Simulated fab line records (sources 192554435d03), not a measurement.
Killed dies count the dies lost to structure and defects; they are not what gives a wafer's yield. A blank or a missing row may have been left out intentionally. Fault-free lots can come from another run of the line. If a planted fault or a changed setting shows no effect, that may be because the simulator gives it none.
A lot that was struck, set against a sound lot    flow n5Finfet    14 out of 1938 route steps
Sound: wafers L658.1, L658.2, L658.5. Wafers struck: L652.3, L652.4, L652.6. Last of all comes the cause.
For every step that has rows: the tool of each side, followed by ch and its chambers, followed by its first start. Under that, the readings that differ: sound wafers    struck wafers    difference of the means    sigmas: that difference in standard deviations of wafers without a fault.
alike: words and numbers the same on both sides, and readings whose means are apart by under 2 such deviations; not compared: readings that were withheld, readings missing a value for some wafer, numbers with overlapping values and no deviation given by the record, and bounds like >300 which may hide the same value.
A row with sigmas, a row that says differs or no value, or rows on one side alone: a step with any of these is where the two part. Non-overlapping numbers with no deviation appear without sigmas and do not part them. A reading missing from all wafers of one side parts the sides only when that side holds two or more wafers.

N5_FIN_SAQP_THK_MEAS_05:
  sound on filmMetro-02 at day 5 16:09; struck on filmMetro-01 at day 4 03:57
  alike: thkNm
N5_FIN_SAQP_PECVD_47: deposits a-Si from SiH4/He, target thk 45 nm, time 36.3 s.
  sound on pecvd-03 ch 0,1, day 5 16:11; struck on pecvd-04 ch 0,1, day 4 03:59
  alike: heaterPowerW, showerheadPlenumPTorr, throttleValvePct
N5_FIN_SAQP_PECVD_48: deposits SiNx from SiH4/NH3/N2, target thk 25 nm, time 22.1 s.
  sound on pecvd-03 ch 0,1, day 5 16:14; struck on pecvd-04 ch 0,1, day 4 04:01
  alike: heaterPowerW, showerheadPlenumPTorr, throttleValvePct
N5_FIN_SAQP_PECVD_06: deposits a-Si from SiH4/He, target thk 60 nm, time 48.1 s.
  sound on pecvd-03 ch 0,1, day 5 16:16; struck on pecvd-04 ch 0,1, day 4 04:04
  alike: heaterPowerW, showerheadPlenumPTorr, throttleValvePct
N5_FIN_SAQP_THK_MEAS_07:
  sound on filmMetro-02 at day 5 16:22; struck on filmMetro-02 at day 4 04:09
  alike: thkNm
N5_FIN_SAQP_HM_DEP_72: deposits SiO2 from SiH4/N2O, target thk 12 nm, time 7.2 s.
  sound on pecvd-01 ch 1,2, day 5 16:24; struck on pecvd-04 ch 0,1, day 4 04:11
  alike: heaterPowerW, showerheadPlenumPTorr
then, 6 steps without rows for these wafers: N5_FIN_SAQP_COAT_49 (time 60 s, resist thk 100 nm); N5_FIN_SAQP_COAT_50 (time 60 s, resist thk 35 nm); N5_FIN_SAQP_COAT_10 (resist thk 90 nm); N5_FIN_SAQP_EBR_12; N5_FIN_SAQP_SOFTBAKE_11 (time 60 s); N5_FIN_SAQP_EXPOSE_13 (exposes mask FIN CORE, target cd 35.6 nm).
N5_FIN_SAQP_PEB_14: peb time 60 s.
  struck on lithoTrack-01, day 4 04:34; sound on lithoTrack-01 ch 0, day 5 16:47
  no value came back on the struck wafers for chillPlateTempC (C), exhaustPa (Pa), resistLineTempC (C); on the sound wafers chillPlateTempC (C) reads 22.87 22.82 22.84
then, 1 step without rows for these wafers: N5_FIN_SAQP_DEVELOP_15 (develop time 30 s).

== WHERE THEY PART ==
Only at N5_FIN_SAQP_PEB_14, within this record.

WHY: whatever the simulator had introduced
Entire step skipped (lithoTrack-01, N5_FIN_SAQP_PEB_14), from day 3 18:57 onward. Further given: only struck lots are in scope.
